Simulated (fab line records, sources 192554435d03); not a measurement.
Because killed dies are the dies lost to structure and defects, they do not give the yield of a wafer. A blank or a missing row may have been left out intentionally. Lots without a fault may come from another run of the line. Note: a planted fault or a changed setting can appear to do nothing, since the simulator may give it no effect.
fab line records -- flow n5_finfet
record lots=7, wafers=21
route steps=1938 shown BEOL_M6@1211 BEOL_M7@1293 BEOL_M8@1335 BEOL_M9@1446 BEOL_M11@1560
start_h: hours from the record's first day to the start of the lot's first wafer shown -- wait_h: hours elapsed since this lot's preceding step -- " identical to the entry in the row above -- L1.1+2: a row that stands for several wafers -- - no value, or no start given -- * or withheld: withheld -- < > ~ a bound
route shown NAME@n: NAME is a module with steps in the file, n the number in the route of the first one -- usual: mean/standard deviation of fault-free wafers -- same: alike in all rows -- chamber/n: place in a boat -- sites: per-site readings -- _std_site: standard deviation of those values -- _edge_site: mean of outer sites minus mean of inner sites -- radius_mm: how far each site lies from the wafer's centre -- mask NAME#n: copy n -- behind: tool/chamber where the wafer was last shaped -- hold: why the lot went on hold/how many hours it stayed there/how the hold came to an end -- device: the transistor (n, p or np) that didn't switch -- end of line: the same wafers' tests at the end of the route -- a step given without rows: its recipe and nothing more -- killed: dies lost to structure and defects at the first sort, not the wafer's yield -- map: dies across one wafer; x = killed, . = not, _ = none there
set.NAME: the setting as run; set.NAME@STEP: as run at that earlier step -- model.NAME: the simulator's own value behind a step, which no gauge read
lots whose settings were changed on purpose; a table a step, a row a wafer
## steps
# step N5_BEOL_M6_ETCH_61
# recipe chemistry=CF4, target=SiARC, target_depth_a=455, mask_material=CAR-ArF, time_s=75.8, ion_energy_ev=80, pressure_mtorr=40, source_w=545, bias_w=36, Ar_flow_sccm=100, cf4_flow_sccm=100, ends=cleared
# usual rf_vpp_V=184.4/1.3
lot.wafer,tool,chamber,start_h,wait_h,set.bias_w,rf_vpp_V
L074.4,rie_diel-04,2,190.60,0.0,37.96,191.5
L074.5,rie_diel-04,1,190.60,0.0,37.96,190.1
L074.6,rie_diel-04,0,190.60,0.0,36,183.8
L075.2,rie_diel-06,1,194.06,0.0,32.32,171.3
L075.4,rie_diel-06,0,194.06,0.0,32.32,172.7
L075.6,rie_diel-06,3,194.06,0.0,36,184.8
L078.2,rie_diel-04,0,220.94,0.0,41.95,205.1
L078.3,rie_diel-04,1,220.94,0.0,41.95,202.9
L078.5,rie_diel-04,2,220.94,0.0,36,185.9
L080.4,rie_diel-02,1,235.19,0.0,36,185.7
L080.5,rie_diel-02,3,235.19,0.0,36,183.7
L080.6,rie_diel-02,0,235.19,0.0,38.23,189.1
L083.2,rie_diel-02,0,240.30,0.0,31.86,169.2
L083.3,rie_diel-02,2,240.30,0.0,31.86,170.3
L083.4,rie_diel-02,0,240.30,0.0,36,182.7
L085.2,rie_diel-02,3,258.78,0.0,36,183.9
L085.3,rie_diel-02,0,258.78,0.0,36,183.6
L085.4,rie_diel-02,2,258.78,0.0,36,183.4
L086.3,rie_diel-06,2,267.99,0.0,32.72,172.2
L086.5,rie_diel-06,3,267.99,0.0,32.72,174.6
L086.6,rie_diel-06,0,267.99,0.0,32.72,173.3
# step N5_BEOL_M6_COAT_64
# recipe resist=SiARC, temp_c=220, time_s=60, spin_rpm=1500, resist_thk_nm=12
lot.wafer,tool,chamber,start_h,wait_h,set.spin_rpm,model.SiARC_of_BEOL_M6_COAT_64.thk_nm
L074.4+5+6,litho_track-02,0,-,-,1500,12
L075.2,litho_track-04,0,-,-,1500,12
L075.4+6,litho_track-04,0,-,-,1376,12.6
L078.2,litho_track-03,0,-,-,1335,12.8
L078.3+5,litho_track-03,0,-,-,1500,12
L080.4+6,litho_track-03,0,-,-,1500,12
L080.5,litho_track-03,0,-,-,1417,12.4
L083.2+3,litho_track-04,0,-,-,1500,12
L083.4,litho_track-04,0,-,-,1342,12.8
L085.2+3+4,litho_track-02,0,-,-,1500,12
L086.3,litho_track-03,0,-,-,1573,11.8
L086.5+6,litho_track-03,0,-,-,1500,12
# step N5_BEOL_M6_COAT_71
# recipe resist=underlayer, temp_c=205, time_s=60, spin_rpm=1500, resist_thk_nm=5
# step N5_BEOL_M6_COAT_22
# recipe resist=CAR-EUV, spin_rpm=1500, resist_thk_nm=30
# step N5_BEOL_M6_DESCUM_33
# recipe chemistry=O2, time_s=7, source_power_w=50, bias_power_w=20, pressure_mtorr=20, rf_frequency_hz=2.712e+07, temp_c=40, resist=CAR-EUV, o2_flow_sccm=225
# step N5_BEOL_M6_ETCH_72
# recipe chemistry=N2/H2, target=underlayer, target_depth_a=65, mask_material=CAR-EUV, time_s=5.2, ion_energy_ev=200, pressure_mtorr=30, source_w=840, bias_w=150, n2_flow_sccm=200, h2_flow_sccm=200, ends=cleared
# step N5_BEOL_M6_ETCH_65
# recipe chemistry=CF4, target=SiARC, target_depth_a=156, mask_material=CAR-EUV, time_s=26, ion_energy_ev=80, pressure_mtorr=40, source_w=545, bias_w=36, Ar_flow_sccm=100, cf4_flow_sccm=100, ends=cleared
# usual etch_rf_on_time_s=26.3/0.8
lot.wafer,tool,chamber,start_h,wait_h,set.spin_rpm@BEOL_M6_COAT_64,etch_rf_on_time_s,model.etch.depth_nm
L074.4,rie_diel-02,2,192.48,0.0,1500,25.7,11.98
L074.5,rie_diel-02,0,192.48,0.0,1500,26.5,12.01
L074.6,rie_diel-02,1,192.48,0.0,1500,26.6,11.98
L075.2,rie_diel-06,3,195.97,0.0,1500,26.0,12.06
L075.4,rie_diel-06,0,195.97,0.0,1376,27.8,12.62
L075.6,rie_diel-06,3,195.97,0.0,1376,27.1,12.56
L078.2,rie_diel-06,0,222.10,0.0,1335,28.3,12.77
L078.3,rie_diel-06,2,222.10,0.0,1500,26.2,12.02
L078.5,rie_diel-06,3,222.10,0.0,1500,26.6,12.06
L080.4,rie_diel-04,3,238.35,0.0,1500,25.0,12.03
L080.5,rie_diel-04,2,238.35,0.0,1417,26.7,12.41
L080.6,rie_diel-04,3,238.35,0.0,1500,24.9,12.06
L083.2,rie_diel-04,1,243.67,0.0,1500,25.9,11.99
L083.3,rie_diel-04,0,243.67,0.0,1500,26.7,12.03
L083.4,rie_diel-04,2,243.67,0.0,1342,27.3,12.71
L085.2,rie_diel-06,3,260.85,0.0,1500,26.2,11.95
L085.3,rie_diel-06,0,260.85,0.0,1500,26.7,11.99
L085.4,rie_diel-06,2,260.85,0.0,1500,26.1,11.97
L086.3,rie_diel-02,3,270.94,0.0,1573,26.0,11.8
L086.5,rie_diel-02,3,270.94,0.0,1500,26.8,12.04
L086.6,rie_diel-02,2,270.94,0.0,1500,26.4,12.08
# step N5_BEOL_M6_ETCH_66
# recipe chemistry=N2/H2, target=SOC, target_depth_a=800, overetch_a=160, mask_material=SiARC, temp_c=40, time_s=120, ion_energy_ev=200, pressure_mtorr=30, source_w=840, bias_w=150, n2_flow_sccm=200, h2_flow_sccm=200
lot.wafer,tool,chamber,start_h,wait_h,set.spin_rpm@BEOL_M6_COAT_64,model.SiARC_of_BEOL_M6_COAT_64.thk_nm
L074.4,rie_diel-02,2,192.51,0.0,1500,6.4
L074.5,rie_diel-02,0,192.51,0.0,1500,6.6
L074.6,rie_diel-02,1,192.51,0.0,1500,6.8
L075.2,rie_diel-06,3,195.99,0.0,1500,6.4
L075.4+6,rie_diel-06,"0,3",195.99,0.0,1376,7
L078.2,rie_diel-06,0,222.13,0.0,1335,7.2
L078.3,rie_diel-06,2,222.13,0.0,1500,6.6
L078.5,rie_diel-06,3,222.13,0.0,1500,6.4
L080.4+6,rie_diel-04,3,238.38,0.0,1500,6.2
L080.5,rie_diel-04,2,238.38,0.0,1417,7
L083.2,rie_diel-04,1,243.69,0.0,1500,6.4
L083.3,rie_diel-04,0,243.69,0.0,1500,6.6
L083.4,rie_diel-04,2,243.69,0.0,1342,7.2
L085.2+3,rie_diel-06,"3,0",260.88,0.0,1500,6.4
L085.4,rie_diel-06,2,260.88,0.0,1500,6.6
L086.3,rie_diel-02,3,270.97,0.0,1573,6.2
L086.5+6,rie_diel-02,"3,2",270.97,0.0,1500,6.6
# step N5_BEOL_M7_EXPOSE_25
# recipe mask_id=V6, na=0.33, source_shape=annular, sigma_inner=0.4, sigma_outer=0.8, polarization=unpolarized, target_cd_nm=40, dose_mj=42.5
lot.wafer,tool,chamber,start_h,wait_h,mask,set.dose_mj
L074.4,euv_scanner-02,0,199.31,-,V6#0,42.5
L074.5+6,euv_scanner-02,0,199.31,-,V6#0,44.13
L075.2+6,euv_scanner-01,0,204.09,-,V6#0,40.63
L075.4,euv_scanner-01,0,204.09,-,V6#0,42.5
L078.2+5,euv_scanner-02,0,233.83,-,V6#0,42.5
L078.3,euv_scanner-02,0,233.83,-,V6#0,39.97
L080.4+5+6,euv_scanner-02,0,245.80,-,V6#0,42.5
L083.2+4,euv_scanner-01,0,253.46,-,V6#0,44.81
L083.3,euv_scanner-01,0,253.46,-,V6#0,42.5
L085.2+3+4,euv_scanner-01,0,268.21,-,V6#0,42.5
L086.3,euv_scanner-02,0,277.65,-,V6#0,42.5
L086.5+6,euv_scanner-02,0,277.65,-,V6#0,40.25
# step N5_BEOL_M7_PEB_26
# recipe peb_temp_c=100, peb_time_s=60, resist=CAR-EUV
# step N5_BEOL_M7_DEVELOP_27
# recipe develop_time_s=30, developer=TMAH, resist=CAR-EUV, rinse_liquid=surfactant_rinse, dry=air_spin, dev_temp_c=23
# step N5_BEOL_M7_CD_MEAS_28
# recipe target_cd_nm=40, landing_energy_ev=500, detector=se_inlens
# usual cd_nm=39.94/0.26
lot.wafer,tool,chamber,start_h,wait_h,set.dose_mj@BEOL_M7_EXPOSE_25,cd_nm
L074.4,cd_sem-03,0,199.43,-,42.5,39.31
L074.5,cd_sem-03,0,199.43,-,44.13,40.62
L074.6,cd_sem-03,0,199.43,-,44.13,40.25
L075.2,cd_sem-02,0,204.22,-,40.63,38.81
L075.4,cd_sem-02,0,204.22,-,42.5,40.25
L075.6,cd_sem-02,0,204.22,-,40.63,39.22
L078.2,cd_sem-01,0,233.95,-,42.5,39.53
L078.3,cd_sem-01,0,233.95,-,39.97,38.57
L078.5,cd_sem-01,0,233.95,-,42.5,40.31
L080.4,cd_sem-02,0,245.92,-,42.5,40.39
L080.5,cd_sem-02,0,245.92,-,42.5,39.86
L080.6,cd_sem-02,0,245.92,-,42.5,39.98
L083.2,cd_sem-02,0,253.59,-,44.81,41.15
L083.3,cd_sem-02,0,253.59,-,42.5,40.00
L083.4,cd_sem-02,0,253.59,-,44.81,40.66
L085.2,cd_sem-03,0,268.34,-,42.5,40.20
L085.3,cd_sem-03,0,268.34,-,42.5,40.13
L085.4,cd_sem-03,0,268.34,-,42.5,40.17
L086.3,cd_sem-02,0,277.77,-,42.5,40.39
L086.5,cd_sem-02,0,277.77,-,40.25,39.18
L086.6,cd_sem-02,0,277.77,-,40.25,38.79
# step N5_BEOL_M7_DESCUM_33
# recipe chemistry=O2, time_s=7, source_power_w=50, bias_power_w=20, pressure_mtorr=20, rf_frequency_hz=2.712e+07, temp_c=40, resist=CAR-EUV, o2_flow_sccm=225
lot.wafer,tool,chamber,start_h,wait_h,set.time_s,set.dose_mj@BEOL_M7_EXPOSE_25,model.BEOL_M7.cd_nm,model.CAR-EUV_of_BEOL_M7_COAT_22.thk_nm
L074.4,rie_diel-01,1,199.55,0.0,7,42.5,39.6,26
L074.5,rie_diel-01,3,199.55,0.0,8.351,44.13,40.8,25.2
L074.6,rie_diel-01,2,199.55,0.0,7,44.13,40.4,26
L075.2,rie_diel-01,2,204.34,0.0,7,40.63,38.8,26
L075.4,rie_diel-01,3,204.34,0.0,7,42.5,40,25.8
L075.6,rie_diel-01,0,204.34,0.0,7,40.63,39,26
L078.2,rie_diel-01,0,234.07,0.0,7,42.5,40,26
L078.3,rie_diel-01,3,234.07,0.0,7,39.97,38.8,26
L078.5,rie_diel-01,3,234.07,0.0,7.773,42.5,40.4,25.6
L080.4+6,rie_diel-03,"3,2",246.03,0.0,5.688,42.5,39.8,26.8
L080.5,rie_diel-03,1,246.03,0.0,7,42.5,40,26.2
L083.2,rie_diel-03,3,253.71,0.0,7,44.81,41,26
L083.3,rie_diel-03,2,253.71,0.0,7,42.5,40.2,26
L083.4,rie_diel-03,1,253.71,0.0,7,44.81,41.2,26.2
L085.2,rie_diel-03,2,268.46,0.0,7,42.5,40.2,26
L085.3+4,rie_diel-03,"3,0",268.46,0.0,7,42.5,40,26
L086.3,rie_diel-03,3,277.89,0.0,7,42.5,40,26
L086.5,rie_diel-03,1,277.89,0.0,7,40.25,39,26.2
L086.6,rie_diel-03,2,277.89,0.0,7,40.25,38.8,26
# step N5_BEOL_M7_ETCH_72
# recipe chemistry=N2/H2, target=underlayer, target_depth_a=65, mask_material=CAR-EUV, time_s=5.2, ion_energy_ev=200, pressure_mtorr=30, source_w=840, bias_w=150, n2_flow_sccm=200, h2_flow_sccm=200, ends=cleared
lot.wafer,tool,chamber,start_h,wait_h,set.time_s@BEOL_M7_DESCUM_33,model.CAR-EUV_of_BEOL_M7_COAT_22.thk_nm
L074.4+6,rie_diel-01,"1,2",199.58,0.0,7,20.4
L074.5,rie_diel-01,3,199.58,0.0,8.351,19.4
L075.2+6,rie_diel-01,"2,0",204.37,0.0,7,20.4
L075.4,rie_diel-01,3,204.37,0.0,7,20
L078.2,rie_diel-01,0,234.11,0.0,7,20.4
L078.3,rie_diel-01,3,234.11,0.0,7,20.2
L078.5,rie_diel-01,3,234.11,0.0,7.773,19.8
L080.4+6,rie_diel-03,"3,2",246.07,0.0,5.688,21
L080.5,rie_diel-03,1,246.07,0.0,7,20.4
L083.2+4,rie_diel-03,"3,1",253.74,0.0,7,20.4
L083.3,rie_diel-03,2,253.74,0.0,7,20.2
L085.2+3,rie_diel-03,"2,3",268.50,0.0,7,20.2
L085.4,rie_diel-03,0,268.50,0.0,7,20.4
L086.3+5,rie_diel-03,"3,1",277.93,0.0,7,20.4
L086.6,rie_diel-03,2,277.93,0.0,7,20.2
# step N5_BEOL_M7_ETCH_65
# recipe chemistry=CF4, target=SiARC, target_depth_a=156, mask_material=CAR-EUV, time_s=26, ion_energy_ev=80, pressure_mtorr=40, source_w=545, bias_w=36, Ar_flow_sccm=100, cf4_flow_sccm=100, ends=cleared
lot.wafer,tool,chamber,start_h,wait_h,set.time_s@BEOL_M7_DESCUM_33,model.CAR-EUV_of_BEOL_M7_COAT_22.thk_nm
L074.4+6,rie_diel-01,"1,2",199.60,0.0,7,11.2
L074.5,rie_diel-01,3,199.60,0.0,8.351,10.4
L075.2+6,rie_diel-01,"2,0",204.39,0.0,7,11.2
L075.4,rie_diel-01,3,204.39,0.0,7,10.8
L078.2+3,rie_diel-01,"0,3",234.13,0.0,7,11.2
L078.5,rie_diel-01,3,234.13,0.0,7.773,10.6
L080.4+6,rie_diel-03,"3,2",246.09,0.0,5.688,11.8
L080.5,rie_diel-03,1,246.09,0.0,7,11.2
L083.2+3,rie_diel-03,"3,2",253.76,0.0,7,11
L083.4,rie_diel-03,1,253.76,0.0,7,11.2
L085.2+3,rie_diel-03,"2,3",268.51,0.0,7,11
L085.4,rie_diel-03,0,268.51,0.0,7,11.2
L086.3+6,rie_diel-03,"3,2",277.94,0.0,7,11
L086.5,rie_diel-03,1,277.94,0.0,7,11.2
# step N5_BEOL_M7_DEP_56
# recipe material=SiCN, target_thk_a=100, temp_c=withheld, precursor=3MS/NH3, pressure_torr=3, rf_w=202, time_s=17.5
lot.wafer,tool,chamber,start_h,wait_h,set.time_s,model.SiCN_of_BEOL_M7_DEP_56.thk_nm
L074.4,pecvd-02,1,204.07,0.0,15.8,9.2
L074.5,pecvd-02,0,204.07,0.0,17.5,10
L074.6,pecvd-02,2,204.07,0.0,15.8,9
L075.2,pecvd-02,1,208.17,0.0,17.5,10
L075.4,pecvd-02,2,208.17,0.0,17.5,9.8
L075.6,pecvd-02,1,208.17,0.0,16.24,9.6
L078.2,pecvd-03,0,236.84,0.0,17.5,9.8
L078.3,pecvd-03,1,236.84,0.0,15.38,8.8
L078.5,pecvd-03,0,236.84,0.0,15.38,8.6
L080.4,pecvd-04,1,250.74,0.0,19.87,11.6
L080.5,pecvd-04,2,250.74,0.0,17.5,10
L080.6,pecvd-04,0,250.74,0.0,19.87,11.8
L083.2,pecvd-03,2,257.25,0.0,17.5,9.8
L083.3,pecvd-03,1,257.25,0.0,15.69,9
L083.4,pecvd-03,2,257.25,0.0,17.5,10
L085.2+4,pecvd-03,0,272.88,0.0,17.5,9.8
L085.3,pecvd-03,2,272.88,0.0,17.5,10
L086.3,pecvd-04,2,283.04,0.0,16.59,9
L086.5,pecvd-04,1,283.04,0.0,16.59,9.8
L086.6,pecvd-04,0,283.04,0.0,17.5,10.6
# step N5_BEOL_M8_PECVD_70
# recipe material=SiO2, target_thk_a=200, temp_c=400, precursor=TEOS/O2, pressure_torr=5.5, rf_w=450, teos_flow_sccm=53.8, gas=O2, flow_sccm=3000, time_s=22.7
lot.wafer,tool,chamber,start_h,wait_h,set.temp_c,model.SiO2_of_BEOL_M8_PECVD_70.thk_nm
L074.4,pecvd-01,2,204.81,0.1,400,20
L074.5,pecvd-01,0,204.81,0.1,400,19.8
L074.6,pecvd-01,1,204.81,0.1,400,20.4
L075.2,pecvd-02,1,208.91,0.0,409.9,18.4
L075.4+6,pecvd-02,"1,0",208.91,0.0,400,20
L078.2,pecvd-02,2,237.61,0.0,400,19.2
L078.3,pecvd-02,2,237.61,0.0,400,19.4
L078.5,pecvd-02,1,237.61,0.0,394.5,20.6
L080.4,pecvd-04,0,251.96,0.1,414,18.2
L080.5,pecvd-04,2,251.96,0.1,400,20.4
L080.6,pecvd-04,1,251.96,0.1,400,20.2
L083.2+4,pecvd-01,"2,0",257.99,0.0,409.2,18.6
L083.3,pecvd-01,1,257.99,0.0,400,19.8
L085.2+3,pecvd-02,"1,0",273.62,0.0,400,19.6
L085.4,pecvd-02,0,273.62,0.0,400,20
L086.3+6,pecvd-01,"1,0",283.78,0.0,400,20
L086.5,pecvd-01,1,283.78,0.0,400,20.2
# step N5_BEOL_M8_HM_DEP_02
# recipe material=TiN, target_thk_a=200, temp_c=25, chamber_pressure_pa=0.49996
# step N5_BEOL_M8_COAT_59
# recipe resist=SOC, temp_c=250, time_s=60, spin_rpm=1500, resist_thk_nm=100
# step N5_BEOL_M8_STRIP_80
# recipe chemistry=N2/H2, time_s=10, power_w=450, temp_c=40, pressure_mtorr=20, rf_frequency_hz=6e+07, bias_power_w=7, n2_flow_sccm=200, h2_flow_sccm=200
# step N5_BEOL_M8_HM_STRIP_39
# recipe chemistry=peroxide_tin_strip, material=TiN, target_depth_a=250, temp_c=50, time_s=158
lot.wafer,tool,chamber,start_h,wait_h,set.temp_c@BEOL_M8_PECVD_70,model.SiO2_of_BEOL_M8_PECVD_70.thk_nm
L074.4,wet_bench-06,3,210.59,0.0,400,19.8
L074.5,wet_bench-06,1,210.59,0.0,400,19.6
L074.6,wet_bench-06,0,210.59,0.0,400,20.2
L075.2,wet_bench-06,1,215.94,0.0,409.9,18.2
L075.4,wet_bench-06,2,215.94,0.0,400,20
L075.6,wet_bench-06,6,215.94,0.0,400,19.8
L078.2,wet_bench-02,6,244.20,0.0,400,19
L078.3,wet_bench-02,7,244.20,0.0,400,19.4
L078.5,wet_bench-02,3,244.20,0.0,394.5,20.4
L080.4,wet_bench-02,4,257.76,0.0,414,18.2
L080.5,wet_bench-02,5,257.76,0.0,400,20.4
L080.6,wet_bench-02,6,257.76,0.0,400,20
L083.2+4,wet_bench-02,"7,0",261.69,0.0,409.2,18.4
L083.3,wet_bench-02,6,261.69,0.0,400,19.6
L085.2+3,wet_bench-02,"0,4",275.97,0.0,400,19.4
L085.4,wet_bench-02,5,275.97,0.0,400,19.8
L086.3+6,wet_bench-01,"2,0",289.60,0.0,400,19.8
L086.5,wet_bench-01,5,289.60,0.0,400,20.2
# step N5_BEOL_M9_TRENCH_ETCH_37
# recipe chemistry=C4F6/O2, target_depth_a=1514.3, target=SiCOH_lowk, time_s=49, ion_energy_ev=250, pressure_mtorr=30, source_w=345, bias_w=185, Ar_flow_sccm=300, C4F6_flow_sccm=10, O2_flow_sccm=10
lot.wafer,tool,chamber,start_h,wait_h,set.time_s,model.BEOL_M9.feature_depth_nm,model.etch.depth_nm
L074.4,rie_diel-05,2,-,-,49,150.6,150.5
L074.5,rie_diel-05,0,-,-,49,146.2,146.1
L074.6,rie_diel-05,3,-,-,49,147.2,147.1
L075.2,rie_diel-05,2,-,-,45.92,140.6,140.5
L075.4,rie_diel-05,3,-,-,45.92,138.6,138.6
L075.6,rie_diel-05,2,-,-,49,150.8,150.7
L078.2,rie_diel-05,3,-,-,41.19,125.2,125.3
L078.3,rie_diel-05,1,-,-,41.19,128.6,128.5
L078.5,rie_diel-05,2,-,-,41.19,128.2,128.2
L080.4,rie_diel-01,3,-,-,49,150.8,150.7
L080.5,rie_diel-01,1,-,-,49,147.2,147.2
L080.6,rie_diel-01,2,-,-,49,152.6,152.6
L083.2,rie_diel-01,1,-,-,49,147.8,147.7
L083.3,rie_diel-01,2,-,-,49,152.4,152.4
L083.4,rie_diel-01,3,-,-,49,151.6,151.7
L085.2,rie_diel-05,3,-,-,49,147,147.1
L085.3,rie_diel-05,0,-,-,49,144.8,144.8
L085.4,rie_diel-05,2,-,-,49,152.4,152.4
L086.3,rie_diel-05,1,-,-,49,150.8,150.7
L086.5,rie_diel-05,2,-,-,56.74,175.8,175.7
L086.6,rie_diel-05,1,-,-,49,150,150
# step N5_BEOL_M9_ETCH_41
# recipe chemistry=CH3F/O2, target=SiCN, target_depth_a=366, taper_deg=2, time_s=70.1, ion_energy_ev=120, mask_material=TiN, pressure_mtorr=30, source_w=395, bias_w=75, Ar_flow_sccm=150, CH3F_flow_sccm=30, O2_flow_sccm=20
# step N5_BEOL_M9_STRIP_80
# recipe chemistry=N2/H2, time_s=10, power_w=450, temp_c=40, pressure_mtorr=20, rf_frequency_hz=6e+07, bias_power_w=7, n2_flow_sccm=200, h2_flow_sccm=200
# step N5_BEOL_M9_OCD_MEAS_38
# usual trench_depth_nm=151/3.8
lot.wafer,tool,chamber,start_h,wait_h,set.time_s@BEOL_M9_TRENCH_ETCH_37,trench_depth_nm
L074.4,ocd-01,-,220.90,-,49,151
L074.5,ocd-01,-,220.90,-,49,146
L074.6,ocd-01,-,220.90,-,49,147
L075.2,ocd-02,-,227.68,-,45.92,140
L075.4,ocd-02,-,227.68,-,45.92,138
L075.6,ocd-02,-,227.68,-,49,151
L078.2,ocd-02,-,253.92,-,41.19,125
L078.3,ocd-02,-,253.92,-,41.19,128
L078.5,ocd-02,-,253.92,-,41.19,128
L080.4,ocd-01,-,263.43,-,49,152
L080.5,ocd-01,-,263.43,-,49,147
L080.6,ocd-01,-,263.43,-,49,153
L083.2,ocd-01,-,271.21,-,49,148
L083.3,ocd-01,-,271.21,-,49,153
L083.4,ocd-01,-,271.21,-,49,152
L085.2,ocd-01,-,285.63,-,49,147
L085.3,ocd-01,-,285.63,-,49,145
L085.4,ocd-01,-,285.63,-,49,153
L086.3,ocd-02,-,296.52,-,49,151
L086.5,ocd-02,-,296.52,-,56.74,176
L086.6,ocd-02,-,296.52,-,49,150
# step N5_BEOL_M9_CMP_52
# recipe stop_on=SiCOH_lowk, t_overpolish_s=7, down_force_psi=1, platen_rpm=50, clearing_platen_down_force_psi=1.5, clearing_platen_rpm=50, post_cmp_clean=cu_alkaline, target_thk_nm=140, clearing_platen_pad_velocity_m_s=0.99484, pad_velocity_m_s=0.99484
lot.wafer,tool,chamber,start_h,wait_h,set.down_force_psi,set.time_s@BEOL_M9_TRENCH_ETCH_37,model.Cu_of_BEOL_M9_ECD_50.thk_nm
L074.4,cmp-04,0,222.92,0.1,0.8484,49,139.2
L074.5,cmp-04,0,222.92,0.1,0.8484,49,134
L074.6,cmp-04,1,222.92,0.1,0.8484,49,133
L075.2,cmp-02,1,229.60,0.2,1.202,45.92,128.2
L075.4,cmp-02,0,229.60,0.2,1.202,45.92,127
L075.6,cmp-02,1,229.60,0.2,1,49,139.2
L078.3,cmp-02,1,256.26,0.2,1,41.19,114
L078.2,cmp-02,3,256.26,0.2,1,41.19,112.4
L078.5,cmp-02,1,256.26,0.2,1,41.19,114.8
L080.4,cmp-03,3,267.04,0.1,0.8239,49,140.6
L080.6,cmp-03,3,267.04,0.1,0.8239,49,142.6
L080.5,cmp-03,0,267.04,0.1,1,49,135.2
L083.3,cmp-03,0,273.32,0.2,1.064,49,139.8
L083.4,cmp-03,1,273.32,0.2,1.064,49,140
L083.2,cmp-03,3,273.32,0.2,1,49,137.2
L085.2,cmp-04,3,289.35,0.3,1,49,133.4
L085.4,cmp-04,0,289.35,0.3,1,49,141.6
L085.3,cmp-04,1,289.35,0.3,1,49,131.6
L086.3,cmp-02,2,298.77,0.2,1,49,137.8
L086.6,cmp-02,2,298.77,0.2,1,49,136.6
L086.5,cmp-02,3,298.77,0.2,1,56.74,162.6
# step N5_BEOL_M11_COAT_63
# recipe resist=SOC, temp_c=250, time_s=60, spin_rpm=1500, resist_thk_nm=100
lot.wafer,tool,chamber,start_h,wait_h,set.spin_rpm,model.SOC_of_BEOL_M11_COAT_63.thk_nm
L074.4,litho_track-03,0,239.34,0.0,1500,100.8
L074.5,litho_track-03,0,239.34,0.0,1668,95.2
L074.6,litho_track-03,0,239.34,0.0,1500,100.6
L075.2+4,litho_track-04,0,245.45,0.1,1443,102.4
L075.6,litho_track-04,0,245.45,0.1,1500,100.4
L078.2,litho_track-03,0,266.11,0.8,1500,100.6
L078.3,litho_track-03,0,266.11,0.8,1649,96
L078.5,litho_track-03,0,266.11,0.8,1649,95.6
L080.4+5+6,litho_track-04,0,276.89,0.0,1500,100.4
L083.2+4,litho_track-02,0,287.48,0.1,1640,95.6
L083.3,litho_track-02,0,287.48,0.1,1640,95.4
L085.2+4,litho_track-03,0,300.41,2.5,1500,100
L085.3,litho_track-03,0,300.41,2.5,1500,100.4
L086.3+6,litho_track-03,0,308.88,0.2,1500,100
L086.5,litho_track-03,0,308.88,0.2,1500,100.2
## key
split step=N5_BEOL_M6_ETCH_61, setting=bias_w, stated=36, by=wafer
response step=N5_BEOL_M6_ETCH_61, reading=rf_vpp_V, change=+1.12, per=1%, r=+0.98
split step=N5_BEOL_M6_COAT_64, setting=spin_rpm, stated=1500, by=wafer
response step=N5_BEOL_M6_COAT_64, reading=model.SiARC_of_BEOL_M6_COAT_64.thk_nm, change=-0.0716, per=1%, r=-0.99
response step=N5_BEOL_M6_ETCH_65, reading=etch_rf_on_time_s, change=*, per=1%, r=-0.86
response step=N5_BEOL_M6_ETCH_65, reading=model.etch.depth_nm, change=-0.0651, per=1%, r=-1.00
response step=N5_BEOL_M6_ETCH_66, reading=model.SiARC_of_BEOL_M6_COAT_64.thk_nm, change=-0.0745, per=1%, r=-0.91
split step=N5_BEOL_M7_EXPOSE_25, setting=dose_mj, stated=42.5, by=wafer
response step=N5_BEOL_M7_CD_MEAS_28, reading=cd_nm, change=+0.237, per=1%, r=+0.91
response step=N5_BEOL_M7_DESCUM_33, reading=model.BEOL_M7.cd_nm, change=+0.218, per=1%, r=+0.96
split step=N5_BEOL_M7_DESCUM_33, setting=time_s, stated=7, by=wafer
response step=N5_BEOL_M7_DESCUM_33, reading=model.CAR-EUV_of_BEOL_M7_COAT_22.thk_nm, change=-0.0368, per=1%, r=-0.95
response step=N5_BEOL_M7_ETCH_72, reading=model.CAR-EUV_of_BEOL_M7_COAT_22.thk_nm, change=-0.0426, per=1%, r=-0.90
response step=N5_BEOL_M7_ETCH_65, reading=model.CAR-EUV_of_BEOL_M7_COAT_22.thk_nm, change=-0.0394, per=1%, r=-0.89
split step=N5_BEOL_M7_DEP_56, setting=time_s, stated=17.5, by=wafer
response step=N5_BEOL_M7_DEP_56, reading=model.SiCN_of_BEOL_M7_DEP_56.thk_nm, change=+0.103, per=1%, r=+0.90
split step=N5_BEOL_M8_PECVD_70, setting=temp_c, stated=400, by=wafer
response step=N5_BEOL_M8_PECVD_70, reading=model.SiO2_of_BEOL_M8_PECVD_70.thk_nm, change=-0.62, per=1%, r=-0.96
response step=N5_BEOL_M8_HM_STRIP_39, reading=model.SiO2_of_BEOL_M8_PECVD_70.thk_nm, change=-0.611, per=1%, r=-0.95
split step=N5_BEOL_M9_TRENCH_ETCH_37, setting=time_s, stated=49, by=wafer
response step=N5_BEOL_M9_TRENCH_ETCH_37, reading=model.BEOL_M9.feature_depth_nm, change=+1.63, per=1%, r=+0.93
response step=N5_BEOL_M9_TRENCH_ETCH_37, reading=model.etch.depth_nm, change=+1.63, per=1%, r=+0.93
response step=N5_BEOL_M9_OCD_MEAS_38, reading=trench_depth_nm, change=+1.63, per=1%, r=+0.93
response step=N5_BEOL_M9_CMP_52, reading=model.Cu_of_BEOL_M9_ECD_50.thk_nm, change=+1.64, per=1%, r=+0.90
split step=N5_BEOL_M9_CMP_52, setting=down_force_psi, stated=1, by=wafer
response none clear
split step=N5_BEOL_M11_COAT_63, setting=spin_rpm, stated=1500, by=wafer
response step=N5_BEOL_M11_COAT_63, reading=model.SOC_of_BEOL_M11_COAT_63.thk_nm, change=-0.49, per=1%, r=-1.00
